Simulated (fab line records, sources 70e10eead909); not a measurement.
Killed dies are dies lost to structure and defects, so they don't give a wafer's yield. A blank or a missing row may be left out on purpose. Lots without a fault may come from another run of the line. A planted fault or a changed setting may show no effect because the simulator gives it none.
One fault seen from 3 desks | flow nand_harc | each desk has only its own numbers; what lay behind them comes last

THE METROLOGY DESK
What the gauges read, lot by lot, whatever tool the lot ran on: means of the sampled wafers that have a number. A lot is out of limits, marked OUT, if its mean lies more than 4 standard deviations from the usual mean; the brackets give that distance.
Columns: A = cd_nm at NHARC_A_CONTACT_CD_MEAS_08, usual 100.1 nm
lot  | first seen here | A
L185 | day 16 16:49    | 100.6
L188 | day 17 02:52    | 101.0
L191 | day 18 00:11    | 100.7
L199 | day 19 21:35    | 100.4
L197 | day 20 02:09    | 126.6 (+51) OUT
L196 | day 20 05:08    | 120.9 (+40) OUT
L198 | day 20 05:17    | 100.1
L201 | day 20 14:35    | 99.6
L200 | day 20 15:48    | 99.7
L203 | day 21 12:15    | 99.3
L205 | day 22 02:05    | 100.1
L207 | day 22 11:58    | 100.4
This desk's finding: out of limits on L196, L197; first on L197, day 20 02:09 (cd_nm at NHARC_A_CONTACT_CD_MEAS_08). In limits: L185, L188, L191, L199, L198, L201, L200, L203, L205, L207.

THE DEFECT DESK
What the inspections along the route counted, lot by lot: means of the sampled wafers that have a number. A lot is out of limits, marked OUT, if its mean lies more than 4 standard deviations from the usual mean; the brackets give that distance.
Columns: A = raw_defect_count at NHARC_A_CONTACT_INSPECT_10, usual 29
lot  | first seen here | A
L185 | day 16 16:56    | 24
L188 | day 17 02:59    | 10
L191 | day 18 00:18    | 20
L199 | day 19 21:43    | 32
L197 | day 20 02:17    | 16
L196 | day 20 05:16    | 27
L198 | day 20 05:25    | 36
L201 | day 20 14:43    | 34
L200 | day 20 15:56    | 42
L203 | day 21 12:23    | 21
L205 | day 22 02:12    | 65
L207 | day 22 12:05    | 15
This desk's finding: nothing out of limits on any of the 12 lots.

THE TOOL OWNER'S DESK: arfi_scanner-03
The tool's own readings at NHARC_A_CONTACT_EXPOSE_05 (exposes mask A CC): means of the sampled wafers that have a number, for each lot that ran on this tool. A lot is out of limits, marked OUT, if its mean lies more than 4 standard deviations from the usual mean; the brackets give that distance.
Columns: A = exposure_dose_mJ_cm2 at NHARC_A_CONTACT_EXPOSE_05, usual 84.17
lot  | first seen here | A
L185 | day 16 16:41    | 84.08
L191 | day 18 00:02    | 84.25
L197 | day 20 02:01    | 116.43 (+99 or more) OUT
L196 | day 20 05:00    | 110.11 (+99 or more) OUT
This desk's finding: out of limits on L196, L197; first on L197, day 20 02:01 (exposure_dose_mJ_cm2 at NHARC_A_CONTACT_EXPOSE_05). In limits: L185, L191.

PUT TOGETHER
The tool owner's desk could have raised an alarm at day 20 02:01, on L196, L197.
The metrology desk could have raised an alarm at day 20 02:09, on L196, L197.
The defect desk saw nothing out of limits.
The defect desk has L196, L197 on record, within its limits.
Of the lots named, all ran NHARC_A_CONTACT_EXPOSE_05 on arfi_scanner-03.

WHAT THE SIMULATOR HAD PUT IN
Process parameter drift: arfi_scanner-03, from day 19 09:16 on, at NHARC_A_CONTACT_EXPOSE_05. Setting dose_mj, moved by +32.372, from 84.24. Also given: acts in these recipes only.
Lots struck among those shown: L196, L197.
Hours from the fault's start to each desk's first reading out of limits: the tool owner's desk, 17; the metrology desk, 17.
